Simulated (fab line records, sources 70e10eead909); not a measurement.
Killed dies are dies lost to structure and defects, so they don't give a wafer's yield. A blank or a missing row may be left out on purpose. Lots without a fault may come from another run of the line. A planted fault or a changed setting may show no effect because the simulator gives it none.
Which tool did it? | flow nand_harc | 12 lots, 36 wafers sampled, at 5 steps of a route of 1302

WHAT THE GAUGES READ, wafer by wafer
NHARC_END_SORT_01. Usual: killed_at_array 56, standard deviation 18; killed_at_other 1.4, standard deviation 1.5; killed_at_periphery 4, standard deviation 3.1; killed_dies 61, standard deviation 19; killed_open 3.5, standard deviation 1.8; killed_short 2.4, standard deviation 1.4.
lot  | measured     | on        | killed_at_array | killed_at_other | killed_at_periphery | killed_dies | killed_open | killed_short | flag
L394 | day 29 12:19 | prober-02 | 50 45 46        | 4 5 0           | 7 5 6               | 61 55 52    | 7 2 3       | 2 3 0        |

WHICH TOOL RAN EACH LOT (tool, then ch and the chambers of the sampled wafers, then the start)
lot  | NHARC_P_ZERO_WELL_DESCUM_13        | NHARC_P_ZERO_WELL_EXPOSE_21       | NHARC_P_GATE_DESCUM_93             | NHARC_P_CONTACT_DEP_30
L383 | rie_diel-03 ch 0,1,2, day 1 21:18  | krf_scanner-04 ch 0, day 1 23:05  | rie_diel-04 ch 0,1,2, day 5 21:55  | pecvd-04 ch 0,1,2, day 6 00:56
L385 | rie_diel-03 ch 0,3, day 2 17:24    | krf_scanner-04 ch 0, day 2 18:23  | rie_diel-04 ch 1,2,3, day 6 17:17  | pecvd-03 ch 0,1, day 6 20:17
L387 | rie_diel-11 ch 0,1,2, day 3 13:18  | krf_scanner-02 ch 0, day 3 14:20  | rie_diel-04 ch 0,1,2, day 7 08:05  | pecvd-02 ch 0,2, day 7 11:31
L388 | rie_diel-13 ch 1,2, day 3 23:23    | krf_scanner-04 ch 0, day 4 00:25  | rie_diel-04 ch 0,1,2, day 7 14:27  | pecvd-03 ch 1,2, day 7 17:26
L389 | rie_diel-03 ch 1,3, day 4 09:24    | krf_scanner-02 ch 0, day 4 10:29  | rie_diel-09 ch 1,2,3, day 8 10:52  | pecvd-04 ch 0,1, day 8 13:52
L392 | rie_diel-11 ch 2,3, day 5 15:24    | krf_scanner-01 ch 0, day 5 16:26  | rie_diel-10 ch 0,1,2, day 9 08:20  | pecvd-02 ch 0,2, day 9 11:22
L393 | rie_diel-13 ch 0,1, day 6 01:25    | krf_scanner-02 ch 0, day 6 02:26  | rie_diel-10 ch 1,2, day 10 01:58   | pecvd-04 ch 0,1,2, day 10 04:59
L394 | rie_diel-11 ch 1,2,3, day 6 11:24  | krf_scanner-02 ch 0, day 6 12:19  | rie_diel-10 ch 0,1,2, day 10 03:50 | pecvd-03 ch 0,1,2, day 10 06:51
L395 | rie_diel-03 ch 0,1,2, day 6 21:25  | krf_scanner-02 ch 0, day 6 22:19  | rie_diel-10 ch 0,1, day 10 20:47   | pecvd-04 ch 0,2, day 10 23:48
L399 | rie_diel-11 ch 2,3, day 8 13:26    | krf_scanner-01 ch 0, day 8 14:28  | rie_diel-09 ch 0,1, day 12 09:31   | pecvd-03 ch 0,1, day 12 12:28
L403 | rie_diel-13 ch 1,2,3, day 10 05:24 | krf_scanner-02 ch 0, day 10 06:29 | rie_diel-04 ch 0,2,3, day 14 00:52 | pecvd-03 ch 1,2, day 14 03:55
L404 | rie_diel-11 ch 1,2,3, day 10 15:31 | krf_scanner-01 ch 0, day 10 16:34 | rie_diel-10 ch 1,2, day 14 06:43   | pecvd-04 ch 0,1,2, day 14 09:40
- NHARC_P_ZERO_WELL_DESCUM_13: chemistry O2, time 3 s.
- NHARC_P_ZERO_WELL_EXPOSE_21: exposes mask P NWELL, target cd 720 nm.
- NHARC_P_GATE_DESCUM_93: chemistry O2, time 3 s.
- NHARC_P_CONTACT_DEP_30: deposits SiNx, target thk 30 nm.

WHAT THE TOOLS THEMSELVES READ (means of the sampled wafers that have a number; where no wafer has one, the mark that the record gives instead)
NHARC_P_ZERO_WELL_DESCUM_13. Usual: drypump_motor_current_A 5.6 A, standard deviation 0.39; oes_product_au 0.995 a.u., standard deviation 0.009; rf_vpp_V 57.8 V, standard deviation 0.93; showerhead_plenum_p_Torr 1.90 Torr, standard deviation 0.074; throttle_valve_pct 11.311 %, standard deviation 0.009.
lot  | tool        | drypump_motor_current_A (A) | oes_product_au (a.u.) | rf_vpp_V (V) | showerhead_plenum_p_Torr (Torr) | throttle_valve_pct (%) | flag
L383 | rie_diel-03 | 5.6                         | 0.991                 | 57.0         | 1.91                            | 11.315                 |
L385 | rie_diel-03 | 5.9                         | 0.985                 | 57.4         | 1.85                            | 11.310                 |
L387 | rie_diel-11 | 5.9                         | 0.994                 | 56.8         | 1.92                            | 11.313                 |
L388 | rie_diel-13 | 5.4                         | 1.000                 | 57.7         | 1.97                            | 11.305                 |
L389 | rie_diel-03 | 5.6                         | 0.992                 | 57.4         | 1.84                            | 11.309                 |
L392 | rie_diel-11 | 5.4                         | 0.992                 | 57.9         | 1.88                            | 11.326                 |
L393 | rie_diel-13 | 5.5                         | 0.983                 | 57.9         | 1.94                            | 11.317                 |
L394 | rie_diel-11 | 5.6                         | 0.991                 | 58.3         | 1.94                            | 11.314                 |
L395 | rie_diel-03 | 5.6                         | 0.993                 | 57.9         | 1.90                            | 11.317                 |
L399 | rie_diel-11 | 5.5                         | 0.990                 | 58.1         | 1.87                            | 11.311                 |
L403 | rie_diel-13 | 5.5                         | 0.997                 | 57.9         | 1.93                            | 11.305                 |
L404 | rie_diel-11 | 5.6                         | 0.995                 | 57.3         | 1.93                            | 11.313                 |

NHARC_P_ZERO_WELL_EXPOSE_21. Usual: exposure_dose_mJ_cm2 22.311, standard deviation 0.022.
lot  | tool           | exposure_dose_mJ_cm2 | flag
L383 | krf_scanner-04 | 22.325               |
L385 | krf_scanner-04 | 22.300               |
L387 | krf_scanner-02 | 22.307               |
L388 | krf_scanner-04 | 22.305               |
L389 | krf_scanner-02 | 22.321               |
L392 | krf_scanner-01 | 22.311               |
L393 | krf_scanner-02 | 22.314               |
L394 | krf_scanner-02 | 22.283               |
L395 | krf_scanner-02 | 22.687               | OFF
L399 | krf_scanner-01 | 22.347               |
L403 | krf_scanner-02 | 22.698               | OFF
L404 | krf_scanner-01 | 22.310               |

NHARC_P_GATE_DESCUM_93. Usual: drypump_motor_current_A 5.7 A, standard deviation 0.42; oes_product_au 1.004 a.u., standard deviation 0.0094; rf_vpp_V 57.9 V, standard deviation 0.86; showerhead_plenum_p_Torr 1.94 Torr, standard deviation 0.069; throttle_valve_pct 11.310 %, standard deviation 0.0099.
lot  | tool        | drypump_motor_current_A (A) | oes_product_au (a.u.) | rf_vpp_V (V) | showerhead_plenum_p_Torr (Torr) | throttle_valve_pct (%) | flag
L383 | rie_diel-04 | 5.7                         | 0.998                 | 57.2         | 1.94                            | 11.313                 |
L385 | rie_diel-04 | 5.7                         | 1.005                 | 57.3         | 1.94                            | 11.309                 |
L387 | rie_diel-04 | 5.8                         | 1.008                 | 57.9         | 1.94                            | 11.319                 |
L388 | rie_diel-04 | 5.7                         | 1.000                 | 57.8         | 1.94                            | 11.297                 |
L389 | rie_diel-09 | 6.1                         | 0.999                 | 57.2         | 1.92                            | 11.319                 |
L392 | rie_diel-10 | 5.5                         | 1.013                 | 57.9         | 1.94                            | 11.307                 |
L393 | rie_diel-10 | 5.6                         | 1.004                 | 58.5         | 1.94                            | 11.310                 |
L394 | rie_diel-10 | 5.6                         | 1.010                 | 57.3         | 1.94                            | 11.312                 |
L395 | rie_diel-10 | 5.8                         | 1.006                 | 57.7         | 1.88                            | 11.302                 |
L399 | rie_diel-09 | 6.0                         | 1.003                 | 58.2         | 1.98                            | 11.301                 |
L403 | rie_diel-04 | 5.5                         | 0.994                 | 58.1         | 1.89                            | 11.315                 |
L404 | rie_diel-10 | 5.6                         | 1.016                 | 57.6         | 1.94                            | 11.316                 |

NHARC_P_CONTACT_DEP_30. Usual: heater_power_w 737 W, standard deviation 79.
lot  | tool     | heater_power_w (W) | flag
L383 | pecvd-04 | 789                |
L385 | pecvd-03 | 714                |
L387 | pecvd-02 | 640                |
L388 | pecvd-03 | 673                |
L389 | pecvd-04 | 707                |
L392 | pecvd-02 | 653                |
L393 | pecvd-04 | 783                |
L394 | pecvd-03 | 740                |
L395 | pecvd-04 | 750                |
L399 | pecvd-03 | 769                |
L403 | pecvd-03 | 717                |
L404 | pecvd-04 | 747                |

THE ANSWER, worked out from the rows above alone
Rule: a lot is off if the mean of its wafers that have a number lies more than 3 standard deviations from the usual mean. A lot without any number at a reading at which 4 lots or more have one is off too. The other lots that the step has rows for count as sound. The gauges are gone through in route order, then the tools' own readings, and for those a lot's mean is taken as printed above. The first step at which some lot is off is used, and at that step the reading that is off furthest; a lot without a number counts as furthest.
Off: L395, L403, at NHARC_P_ZERO_WELL_EXPOSE_21 (exposure_dose_mJ_cm2).
A tool fits if, at that step or a process step before it, it ran every lot that is off, and no sound lot after the first of them. One fits: krf_scanner-02 at NHARC_P_ZERO_WELL_EXPOSE_21. Its last sound lot is L394 (day 6 12:19), its first lot that is off L395 (day 6 22:19): a fault that began between those two fits.
The tool's own readings at NHARC_P_ZERO_WELL_EXPOSE_21 bear it out: on the lots that are off they differ by more than 5 times the standard deviation of the sound lots' means. exposure_dose_mJ_cm2 reads 22.693 there against 22.312 on the sound lots.

WHAT THE SIMULATOR HAD PUT IN
Process parameter drift: krf_scanner-02, from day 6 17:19 on, at NHARC_P_ZERO_WELL_EXPOSE_21. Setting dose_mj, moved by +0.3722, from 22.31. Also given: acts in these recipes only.
Lots struck among those shown: L395, L403. The rule above found the same.
